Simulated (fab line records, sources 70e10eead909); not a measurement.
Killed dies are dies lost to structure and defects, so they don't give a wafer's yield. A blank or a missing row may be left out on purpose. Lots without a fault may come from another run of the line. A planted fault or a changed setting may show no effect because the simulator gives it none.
Chamber matching | flow nand_harc | NHARC_A_CONTACT_ETCH_91 on rie_diel-06: 4 sister chambers
The step etches the open film in CH3F/O2, target depth 40 nm, time 85.7 s. 4 wafers are shown with their chamber, then 6 later ones without.

WAFERS WITH THEIR CHAMBER
wafer  | chamber | run_length_s (s)
L465.2 | 2       | 106.9
L470.1 | 0       | 106.3
L471.2 | 3       | 106.3
L471.4 | 1       | 107.4

WAFERS WITHOUT THEIR CHAMBER
wafer  | run_length_s (s)
L471.5 | 107.0
L477.2 | 106.3
L477.4 | 106.6
L477.5 | 106.4
L472.2 | 107.0
L472.6 | 106.4

WHICH CHAMBER EACH WENT THROUGH
wafer  | from the rows above          | in truth
L471.5 | 2                            | 2
L477.2 | can't be placed: 0 or 3      | 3
L477.4 | can't be placed: 0 or 3 or 2 | 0
L477.5 | can't be placed: 0 or 3      | 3
L472.2 | 2                            | 2
L472.6 | can't be placed: 0 or 3      | 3
Placed correctly: 2 of 6. Can't be placed from these rows: 4 (the true chamber is among the candidates in 4). Placed wrongly: 0.
How it was worked out, from the rows above alone: a wafer's distance from a chamber is the root of the sum, over the readings, of the square of ((its reading less the chamber's mean) divided by the reading's scatter). The wafer belongs to the nearest chamber; if the next one is less than 2 further off, it can't be placed. A chamber's mean is the mean of its shown wafers. The scatter: with one shown wafer a chamber, the root of the mean of the squares of how far each hidden wafer lies from its nearest shown one.
